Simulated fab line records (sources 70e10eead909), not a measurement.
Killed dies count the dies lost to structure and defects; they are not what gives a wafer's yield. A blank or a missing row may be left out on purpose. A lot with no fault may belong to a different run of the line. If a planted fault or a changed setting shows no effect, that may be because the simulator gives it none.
Chamber matching || flow nand_harc || NHARC_P_M0_CMP_23 on cmp-03 has 4 sister chambers
The step polishes, t overpolish 20 s, target thk 117.54 nm. 4 wafers are shown with their chamber, then 7 later ones without.

== EACH WAFER AND ITS CHAMBER ==
{"wafer": "L162.2", "chamber": 1, "motor_current_A (A)": 10.8}
{"wafer": "L167.5", "chamber": 0, "motor_current_A (A)": 11.2}
{"wafer": "L168.3", "chamber": 3, "motor_current_A (A)": 12.8}
{"wafer": "L168.4", "chamber": 2, "motor_current_A (A)": 10.9}

== WAFERS WHOSE CHAMBER IS MISSING ==
{"wafer": "L168.6", "motor_current_A (A)": 11.5}
{"wafer": "L169.2", "motor_current_A (A)": 11.9}
{"wafer": "L169.3", "motor_current_A (A)": 10.8}
{"wafer": "L169.5", "motor_current_A (A)": 11.9}
{"wafer": "L180.1", "motor_current_A (A)": 10.5}
{"wafer": "L180.2", "motor_current_A (A)": 11.6}
{"wafer": "L180.4", "motor_current_A (A)": 13.5}

== EACH ONE'S CHAMBER ==
{"wafer": "L168.6", "from the rows above": "can't be placed: 0 or 2 or 1 or 3", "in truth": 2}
{"wafer": "L169.2", "from the rows above": "can't be placed: 0 or 3 or 2 or 1", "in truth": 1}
{"wafer": "L169.3", "from the rows above": "can't be placed: 1 or 2 or 0", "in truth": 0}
{"wafer": "L169.5", "from the rows above": "can't be placed: 0 or 3 or 2 or 1", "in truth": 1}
{"wafer": "L180.1", "from the rows above": "can't be placed: 1 or 2 or 0", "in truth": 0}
{"wafer": "L180.2", "from the rows above": "can't be placed: 0 or 2 or 1 or 3", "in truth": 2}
{"wafer": "L180.4", "from the rows above": 3, "in truth": 3}
Correct placement for 1 of the 7. Cannot be placed on the basis of these rows: 6; the candidates contain the true chamber in 6. Placed wrongly: 0.
How it was worked out, from the rows above alone: a wafer's distance from a chamber is the root of the sum, over the readings, of the square of ((its reading less the chamber's mean) divided by the reading's scatter). If the next closest chamber is less than 2 further off than the closest, the wafer can't be placed; otherwise it belongs to the closest. The mean given for a chamber averages the wafers shown for that chamber. The scatter (one wafer shown for each chamber): square how far every hidden wafer sits from the nearest shown wafer, average those squares and take the square root.
